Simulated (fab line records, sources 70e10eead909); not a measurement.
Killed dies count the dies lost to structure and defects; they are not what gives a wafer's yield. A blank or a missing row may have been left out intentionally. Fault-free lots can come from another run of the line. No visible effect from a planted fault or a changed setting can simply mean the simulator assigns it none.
Chamber matching / flow nandHarc / aldHk-03 running NHARC_A_CHANNEL_FILL_D1_ALD_25: 4 sister chambers
The step deposits SiOx, target thk 60 nm, pulse time 10 s, ald cycles 600. 8 wafers are shown with their chamber, then 11 later ones without.

== WAFERS, EACH WITH ITS CHAMBER ==
wafer=L078.2; chamber=0; heaterPowerW (W)=379; susceptorTempC (C)=300.07
wafer=L082.5; chamber=2; heaterPowerW (W)=422; susceptorTempC (C)=299.87
wafer=L084.5; chamber=1; heaterPowerW (W)=428; susceptorTempC (C)=300.10
wafer=L084.6; chamber=2; heaterPowerW (W)=449; susceptorTempC (C)=299.89
wafer=L087.1; chamber=0; heaterPowerW (W)=384; susceptorTempC (C)=300.05
wafer=L087.2; chamber=1; heaterPowerW (W)=430; susceptorTempC (C)=299.86
wafer=L087.4; chamber=3; heaterPowerW (W)=525; susceptorTempC (C)=299.83
wafer=L088.3; chamber=3; heaterPowerW (W)=498; susceptorTempC (C)=300.20

== WAFERS WHOSE CHAMBER IS MISSING ==
wafer=L088.1; heaterPowerW (W)=417; susceptorTempC (C)=300.02
wafer=L088.4; heaterPowerW (W)=435; susceptorTempC (C)=299.94
wafer=L090.1; heaterPowerW (W)=439; susceptorTempC (C)=300.16
wafer=L090.3; heaterPowerW (W)=412; susceptorTempC (C)=299.82
wafer=L090.4; heaterPowerW (W)=402; susceptorTempC (C)=300.14
wafer=L093.2; heaterPowerW (W)=394; susceptorTempC (C)=299.78
wafer=L093.4; heaterPowerW (W)=426; susceptorTempC (C)=299.96
wafer=L093.6; heaterPowerW (W)=390; susceptorTempC (C)=299.85
wafer=L097.4; heaterPowerW (W)=427; susceptorTempC (C)=299.99
wafer=L097.1; heaterPowerW (W)=442; susceptorTempC (C)=299.62
wafer=L097.5; heaterPowerW (W)=481; susceptorTempC (C)=300.04

== WHICH CHAMBER EACH ONE RAN IN ==
wafer=L088.1; from the rows above=can't be placed: 1 or 2 or 0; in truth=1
wafer=L088.4; from the rows above=can't be placed: 2 or 1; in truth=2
wafer=L090.1; from the rows above=can't be placed: 1 or 2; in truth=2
wafer=L090.3; from the rows above=can't be placed: 1 or 2 or 0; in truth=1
wafer=L090.4; from the rows above=can't be placed: 0 or 1 or 2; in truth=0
wafer=L093.2; from the rows above=can't be placed: 0 or 1 or 2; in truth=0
wafer=L093.4; from the rows above=can't be placed: 1 or 2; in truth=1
wafer=L093.6; from the rows above=can't be placed: 0 or 1 or 2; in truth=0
wafer=L097.4; from the rows above=can't be placed: 1 or 2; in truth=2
wafer=L097.1; from the rows above=can't be placed: 2 or 1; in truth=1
wafer=L097.5; from the rows above=can't be placed: 3 or 2 or 1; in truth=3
Correct placement for 0 of the 11. These rows do not allow placing 11 (true chamber among the candidates in 11). Placed wrongly: 0.
How it was worked out, from the rows above alone: a wafer's distance from a chamber is the root of the sum, over the readings, of the square of ((its reading less the chamber's mean) divided by the reading's scatter). The wafer belongs to the nearest chamber; if the next one is less than 2 further off, it can't be placed. Each chamber's mean is taken over the wafers shown for it. The scatter is the square root of a quotient: the sum, over the shown wafers, of each reading's squared deviation from its chamber's mean, divided by wafers minus chambers.
